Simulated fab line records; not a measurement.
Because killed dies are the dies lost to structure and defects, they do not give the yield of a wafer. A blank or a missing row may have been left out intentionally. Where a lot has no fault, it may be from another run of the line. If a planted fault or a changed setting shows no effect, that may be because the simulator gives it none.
Comparing a struck lot with a sound one / flow nand-harc / 24 steps out of a route of 1302
Sound: wafers L732.1, L732.3, L732.6. Wafers struck: L736.2, L736.4, L736.6. At the end, the cause is stated.
For every step that has rows: the tool of each side, followed by ch and its chambers, followed by its first start. Under that, the readings that differ: sound wafers / struck wafers / difference of the means / sigmas: that difference in standard deviations of wafers without a fault.
alike: words and numbers the same on both sides, and readings whose means are apart by under 2 such deviations; not compared: readings that were withheld, readings missing a value for some wafer, numbers with overlapping values and no deviation given by the record, and bounds like >300 which may hide the same value.
The two part at a step that has a row with sigmas, a row that says differs or no value, or rows on one side only. Non-overlapping numbers with no deviation appear without sigmas and do not part them. A reading that every wafer of one side lacks parts them only if that side has two wafers or more.

NHARC_P_M0_INSPECT_27:
  struck on defect-inspect-02, day 7 19:28; sound on defect-inspect-02, day 5 23:07
reading=raw-defect-count; sound=323 247 237; struck=558 434 382; difference=+189; sigmas=+2
NHARC_P_M0_PRE_CLEAN_31: time 12 s.
  sound on pecvd-04 ch 0,1, day 5 23:12; struck on pecvd-03 ch 1,2, day 7 19:33
  alike: heater-power-w, rf-fwd-power-W
NHARC_P_M0_DEP_32: deposits SiCN, target thk 30 nm.
  sound on pecvd-04 ch 0,1, day 5 23:19; struck on pecvd-03 ch 1,2, day 7 19:40
  alike: heater-power-w, rf-fwd-power-W
then, 8 steps without rows for these wafers: NHARC_P_M1_DEP_00 (deposits SiOC, target thk 182.5 nm); NHARC_P_M1_DEHYDRATE_01 (time 120 s); NHARC_P_M1_HMDS_02 (time 30 s); NHARC_P_M1_COAT_34 (time 65 s); NHARC_P_M1_COAT_03 (resist thk 90 nm); NHARC_P_M1_SOFTBAKE_04 (time 55 s); NHARC_P_M1_EBR_05; NHARC_P_M1_EXPOSE_06 (exposes mask P M1, target cd 130 nm).
NHARC_P_M1_PEB_07: peb time 65 s.
  sound on litho-track-04 ch 0, day 6 00:28; struck on litho-track-01 ch 0, day 7 20:40
reading=heater-power-total-W (W); sound=157.0 156.2 156.7; struck=152.4 152.2 151.4; difference=-4.6; sigmas=-11
reading=plate-temp-C (C); sound=100.13 100.10 100.21; struck=97.40 97.46 97.59; difference=-2.66; sigmas=-19
then, 1 step without rows for these wafers: NHARC_P_M1_DEVELOP_08 (develop time 35 s).
NHARC_P_M1_CD_MEAS_09: the cd target is 130 nm.
  sound on cd-sem-01 ch 0, day 6 00:33; struck on cd-sem-03 ch 0, day 7 20:45
reading=cd-nm (nm); sound=129.6 129.6 129.1; struck=121.2 121.3 120.6; difference=-8.4; sigmas=-16
NHARC_P_M1_OVL_MEAS_10: pitch 260 nm.
  struck on overlay-01, day 7 20:50; sound on overlay-02, day 6 00:38
  alike: overlay-x-nm, overlay-y-nm
NHARC_P_M1_INSPECT_11:
  struck on defect-inspect-02, day 7 20:52; sound on defect-inspect-02, day 6 00:40
  alike: raw-defect-count
NHARC_P_M1_DESCUM_14: chemistry O2, time 3 s.
  sound on rie-diel-12 ch 0,1,2, day 6 00:44; struck on rie-diel-12 ch 0,3, day 7 20:56
reading=model.P_M1.cd-nm (nm); sound=129.2 129.9 129.2; struck=121.1 121.5 121.2; difference=-8.2; sigmas=
  alike: drypump-motor-current-A, oes-product-au, rf-vpp-V, showerhead-plenum-p-Torr, throttle-valve-pct
  not compared: rf-hours-counter-h
NHARC_P_M1_ETCH_35: etches the open film in N2/H2, target depth 40 nm, overetch 12 nm, time 43.94 s.
  sound on rie-diel-12 ch 1,2, day 6 00:50; struck on rie-diel-12 ch 0,1,3, day 7 21:01
  alike: drypump-motor-current-A, oes-product-au, rf-fwd-power-W, rf-vpp-V, showerhead-plenum-p-Torr, throttle-valve-pct
  not compared: rf-hours-counter-h
NHARC_P_M1_ETCH_15: etches the open film in C4F8/Ar, target depth 182.5 nm, time 91.2 s.
  sound: rie-diel-12 ch 2,3; struck: rie-diel-12 ch 0,3
  alike: oes-product-au, rf-fwd-power-W, rf-vpp-V
  not compared: rf-hours-counter-h
NHARC_P_M1_CD_MEAS_16:
  struck on cd-sem-03, day 7 21:14; sound on cd-sem-02, day 6 01:02
reading=cd-nm (nm); sound=128.9 130.0 129.4; struck=120.9 120.8 121.0; difference=-8.5; sigmas=-11
NHARC_P_M1_STRIP_18: strips in N2/H2.
  sound on rie-diel-12 ch 0,3, day 6 01:07; struck on rie-diel-09 ch 0,2,3, day 7 21:19
  alike: drypump-motor-current-A, oes-product-au, rf-fwd-power-W, rf-vpp-V, showerhead-plenum-p-Torr, throttle-valve-pct
  not compared: rf-hours-counter-h
NHARC_P_M1_ETCH_28: etches the open film in CF4/N2, target depth 30 nm, time 72.99 s.
  sound: rie-diel-12 ch 2,3; struck: rie-diel-09 ch 0,1,2
reading=model.P_M1.cd-nm (nm); sound=128.9 129.7 129; struck=121.3 120.8 120.5; difference=-8.3; sigmas=
  alike: drypump-motor-current-A, oes-product-au, rf-fwd-power-W, rf-vpp-V, showerhead-plenum-p-Torr, throttle-valve-pct
  not compared: rf-hours-counter-h
then, 1 step without rows for these wafers: NHARC_P_M1_STRIP_19 (strips in post etch residue remover, time 600 s).
-- break in the record here, with 19 days between the starts of the struck wafers on either side (left off in module P_M1, picked up again in module END, where the first step shown is number 1302 on the route) --
NHARC_END_SORT_01:
  at this point the record logs the struck wafers (prober-01 ch 0, day 26 10:25) and has no rows for the sound ones

WHERE THEY PART
At NHARC_P_M0_INSPECT_27 first; at NHARC_END_SORT_01 last (within this record only).

WHY: what had been put in by the simulator
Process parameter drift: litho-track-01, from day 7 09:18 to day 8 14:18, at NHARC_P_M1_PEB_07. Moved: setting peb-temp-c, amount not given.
